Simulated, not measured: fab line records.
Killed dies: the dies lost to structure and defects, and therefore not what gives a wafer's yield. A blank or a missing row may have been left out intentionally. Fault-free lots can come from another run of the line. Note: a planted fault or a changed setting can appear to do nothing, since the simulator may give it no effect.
A lot that was struck, set against a sound lot -- flow n5Finfet -- 37 steps out of a route of 1938
Sound: wafers L726.2, L726.5, L726.6. Wafers struck: L716.2, L716.3, L716.6. At the end, the cause is stated.
Per side, at each step with rows, come the tool, then ch with its chambers, and then its first start. Under that, the readings that differ: sound wafers -- struck wafers -- difference of the means -- sigmas: that difference in standard deviations of wafers without a fault.
alike: same words and numbers on both sides, and readings whose means sit less than 2 such deviations apart. not compared: any withheld reading, any reading some wafer has no value for, any bound like >300 that may hide the same value, and any number with overlapping values for which the record gives no deviation.
Wherever a step has rows on one side only, a row that says differs or no value, or a row with sigmas, the two part there. When numbers do not overlap yet have no deviation, they are printed without sigmas and do not part them. Lack of a reading on every wafer of one side parts them only where that side has two or more wafers.

first, 9 steps without rows for these wafers: N5_WELL_APT_DESCUM_30 (chemistry O2, time 7.9 s); N5_WELL_APT_IMPLANT_31; N5_WELL_APT_IMPLANT_32; N5_WELL_APT_STRIP_33 (strips in SPM, time 900 s); N5_WELL_APT_RTA_34 (time 10 s); N5_WELL_APT_OXIDE_STRIP_42 (strips SiO2 in dHF, time 45 s, target depth 12 nm); N5_WELL_APT_PRECLEAN_36 (cleans in O3/DIW, time 45 s); N5_WELL_APT_PRECLEAN_39 (cleans in dHF, time 60 s); N5_WELL_APT_SRD_37 (time 30 s).
N5_WELL_APT_EPI_41: deposits Si from SiH4/H2, target thk 50 nm, time 297.7 s.
  sound on epiRpcvd-04 ch 0, day 4 16:09; struck on epiRpcvd-01 ch 0, day 2 04:47
reading,sound,struck,difference,sigmas
model.Si_of_WELL_APT_EPI_41.thkNm (nm),50.54 49.81 49.55,56.4 56.35 55.6,+6.1,
  alike: throttleValvePct
then, 24 steps without rows for these wafers: N5_PMOS_HMC_CHANNEL_EPI_HM_DEP_34 (deposits SiO2 from TEOS/O2, target thk 36 nm, time 6.9 s); N5_PMOS_HMC_CHANNEL_EPI_COAT_31 (time 60 s, resist thk 66 nm); N5_PMOS_HMC_CHANNEL_EPI_COAT_03 (resist thk 205 nm); N5_PMOS_HMC_CHANNEL_EPI_EBR_05; N5_PMOS_HMC_CHANNEL_EPI_SOFTBAKE_04 (time 60 s); N5_PMOS_HMC_CHANNEL_EPI_EXPOSE_06 (exposes mask PMOS HMC BLK, target cd 240 nm); N5_PMOS_HMC_CHANNEL_EPI_PEB_07 (peb time 60 s); N5_PMOS_HMC_CHANNEL_EPI_DEVELOP_08 (develop time 30 s); N5_PMOS_HMC_CHANNEL_EPI_DESCUM_14 (chemistry O2, time 7.9 s); N5_PMOS_HMC_CHANNEL_EPI_ETCH_32 (etches BARC in N2/H2, stops on SiO2, target depth 85.8 nm, time 50.3 s); N5_PMOS_HMC_CHANNEL_EPI_HM_OPEN_15 (chemistry CHF3/O2, target SiO2, target depth 40.6 nm, time 20.3 s); N5_PMOS_HMC_CHANNEL_EPI_STRIP_33 (strips in N2/H2); N5_PMOS_HMC_CHANNEL_EPI_STRIP_17 (strips in SPM, time 750 s); N5_PMOS_HMC_CHANNEL_EPI_ETCH_38 (etches SiO2 in CF4, target depth 1.5 nm); N5_PMOS_HMC_CHANNEL_EPI_FIN_RECESS_16 (chemistry HBr/Cl2, target Si, target depth 54 nm, time 18 s); N5_PMOS_HMC_CHANNEL_EPI_PRECLEAN_36 (cleans in O3/DIW, time 45 s); N5_PMOS_HMC_CHANNEL_EPI_PRECLEAN_18 (cleans in DHF, time 30 s); N5_PMOS_HMC_CHANNEL_EPI_SRD_19 (time 30 s); N5_PMOS_HMC_CHANNEL_EPI_EPI_20 (deposits SiGe30, target thk 59 nm); N5_PMOS_HMC_CHANNEL_EPI_HM_STRIP_35 (strips SiO2 in dHF, material SiO2, target depth 39.6 nm, time 216 s); N5_PMOS_HMC_CHANNEL_EPI_SRD_39 (time 30 s); N5_PMOS_HMC_CHANNEL_EPI_CMP_21 (polishes SiGe30, target thk 54 nm); N5_PMOS_HMC_CHANNEL_EPI_PRECLEAN_40 (cleans in DHF, time 30 s); N5_PMOS_HMC_CHANNEL_EPI_PRECLEAN_37 (cleans in O3/DIW, time 45 s).
N5_SD_EPI_N_STRIP_18: strips in SPM, time 750 s.
  sound on wetBench-02 ch 2,5,6, day 6 06:08; struck on wetBench-02 ch 0,2,4, day 3 13:33
reading,sound,struck,difference,sigmas
model.Si_of_WELL_APT_EPI_41.thkNm (nm),8.4 7.4 8.6,15.4 15.2 14,+6.7,
-- here the record skips 5 days between the struck wafers' starts before and after, leaving off in module SD_EPI_N and picking up in module BEOL_M4 (first step shown: number 1111 of the route) --
N5_BEOL_M4_RC_MEAS_101:
  sound on prober-02 ch 0, day 11 00:51; struck on prober-01 ch 0, day 9 00:07
reading,sound,struck,difference,sigmas
CJ_N,4.31 4.38 4.19,3.38 3.44 3.50,-0.85,-11
DIBL_P (mV/V),34.2 34.1 36.5,40.8 39.1 39.9,+5.0,+2
IOFF_P (nA/um),0.19 0.19 0.24,0.32 0.30 0.31,+0.10,+3
RS_PWELL (ohm/sq),3009 3006 3040,2907 2908 2895,-115,-5
  alike: DIBL_N, IOFF_N, ION_N, ION_P, SS_N, SS_P, VT_N, VT_P
-- here the record skips 4 days between the struck wafers' starts before and after, leaving off in module BEOL_M4 and picking up in module PASSIVATION (first step shown: number 1936 of the route) --
N5_PASSIVATION_PROBE_49:
  sound on prober-01 at day 15 08:03; struck on prober-02 at day 13 09:58
  alike: defectLimitedYield, killed_at_M0_to_M3, killed_at_M4_up, killedAtContacts, killedAtFrontEnd, killedAtOther, killedDies, killedOpen, killedShort, sort_bin_5_function, sort_bin_6_memory, sortNPass, sortYieldPct

## WHERE THEY PART
Only at N5_BEOL_M4_RC_MEAS_101, within this record. Later steps at which nothing parts them and some readings are alike: N5_PASSIVATION_PROBE_49.

WHY: what the simulator had put in
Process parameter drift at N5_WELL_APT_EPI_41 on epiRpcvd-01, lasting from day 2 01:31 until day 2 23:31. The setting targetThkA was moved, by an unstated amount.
